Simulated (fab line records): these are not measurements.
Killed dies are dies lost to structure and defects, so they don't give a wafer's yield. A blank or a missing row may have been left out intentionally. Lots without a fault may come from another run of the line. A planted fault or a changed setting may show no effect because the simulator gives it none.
Chamber matching :: flow n5_finfet :: 3 sister chambers for N5_BEOL_M9_PECVD_70 on pecvd-04
The step deposits SiO2 from TEOS/O2, target thk 20 nm, time 22.7 s. 14 wafers are shown with their chamber, then 7 later ones without.

== EACH WAFER AND ITS CHAMBER ==
wafer: L075.4
chamber: 1
showerhead_plenum_p_Torr (Torr): 8.92
throttle_valve_pct (%): 23.9
heater_power_w (W): 891

wafer: L075.5
chamber: 0
showerhead_plenum_p_Torr (Torr): 8.79
throttle_valve_pct (%): 22.0
heater_power_w (W): 611

wafer: L075.6
chamber: 2
showerhead_plenum_p_Torr (Torr): 8.78
throttle_valve_pct (%): 22.0
heater_power_w (W): 798

wafer: L077.1
chamber: 2
showerhead_plenum_p_Torr (Torr): 8.79
throttle_valve_pct (%): 21.9
heater_power_w (W): 724

wafer: L077.2
chamber: 1
showerhead_plenum_p_Torr (Torr): 8.92
throttle_valve_pct (%): 23.7
heater_power_w (W): 847

wafer: L077.4
chamber: 1
showerhead_plenum_p_Torr (Torr): 8.93
throttle_valve_pct (%): 23.6
heater_power_w (W): 829

wafer: L079.1
chamber: 0
showerhead_plenum_p_Torr (Torr): 8.80
throttle_valve_pct (%): 21.8
heater_power_w (W): 709

wafer: L079.3
chamber: 2
showerhead_plenum_p_Torr (Torr): 8.80
throttle_valve_pct (%): 22.0
heater_power_w (W): 815

wafer: L079.6
chamber: 2
showerhead_plenum_p_Torr (Torr): 8.79
throttle_valve_pct (%): 21.9
heater_power_w (W): 814

wafer: L081.2
chamber: 1
showerhead_plenum_p_Torr (Torr): 8.91
throttle_valve_pct (%): 23.8
heater_power_w (W): 864

wafer: L081.3
chamber: 0
showerhead_plenum_p_Torr (Torr): 8.79
throttle_valve_pct (%): 21.8
heater_power_w (W): 704

wafer: L081.5
chamber: 1
showerhead_plenum_p_Torr (Torr): 8.92
throttle_valve_pct (%): 23.7
heater_power_w (W): 903

wafer: L082.3
chamber: 1
showerhead_plenum_p_Torr (Torr): 8.92
throttle_valve_pct (%): 24.0
heater_power_w (W): 858

wafer: L082.4
chamber: 2
showerhead_plenum_p_Torr (Torr): 8.79
throttle_valve_pct (%): 22.0
heater_power_w (W): 798

SIGNATURES (means of the wafers above)
reading: showerhead_plenum_p_Torr
chamber 0: 8.7933
chamber 1: 8.9200
chamber 2: 8.7900
scatter within a chamber: 0.00651

reading: throttle_valve_pct
chamber 0: 21.867
chamber 1: 23.783
chamber 2: 21.960
scatter within a chamber: 0.116

reading: heater_power_w
chamber 0: 674.67
chamber 1: 865.33
chamber 2: 789.80
scatter within a chamber: 37.6
Rule: for each reading, subtract the chamber's mean from the wafer's reading, divide by that reading's scatter and square the result; add these up over the readings and take the root, which gives the wafer's distance from the chamber. The wafer belongs to the nearest chamber; if the next one is less than 2 further off, it can't be placed. The scatter: the root of (the sum of the squares of (reading less its chamber's mean) over the shown wafers, divided by (wafers less chambers)).

== WAFERS WHOSE CHAMBER IS MISSING ==
wafer: L082.5
showerhead_plenum_p_Torr (Torr): 8.91
throttle_valve_pct (%): 23.5
heater_power_w (W): 845

wafer: L086.1
showerhead_plenum_p_Torr (Torr): 8.89
throttle_valve_pct (%): 23.6
heater_power_w (W): 878

wafer: L086.3
showerhead_plenum_p_Torr (Torr): 8.77
throttle_valve_pct (%): 22.2
heater_power_w (W): 766

wafer: L086.5
showerhead_plenum_p_Torr (Torr): 8.93
throttle_valve_pct (%): 23.8
heater_power_w (W): 886

wafer: L092.1
showerhead_plenum_p_Torr (Torr): 8.81
throttle_valve_pct (%): 22.1
heater_power_w (W): 690

wafer: L092.2
showerhead_plenum_p_Torr (Torr): 8.78
throttle_valve_pct (%): 22.2
heater_power_w (W): 815

wafer: L092.3
showerhead_plenum_p_Torr (Torr): 8.79
throttle_valve_pct (%): 22.0
heater_power_w (W): 688

== EACH ONE'S CHAMBER ==
wafer: L082.5
from the rows above: 1
in truth: 1

wafer: L086.1
from the rows above: 1
in truth: 1

wafer: L086.3
from the rows above: can't be placed: 2 or 0
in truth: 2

wafer: L086.5
from the rows above: 1
in truth: 1

wafer: L092.1
from the rows above: can't be placed: 0 or 2
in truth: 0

wafer: L092.2
from the rows above: 2
in truth: 2

wafer: L092.3
from the rows above: can't be placed: 0 or 2
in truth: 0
Placed correctly: 4 of 7. Cannot be placed on the basis of these rows: 3; the candidates contain the true chamber in 3. Wrongly placed: 0.
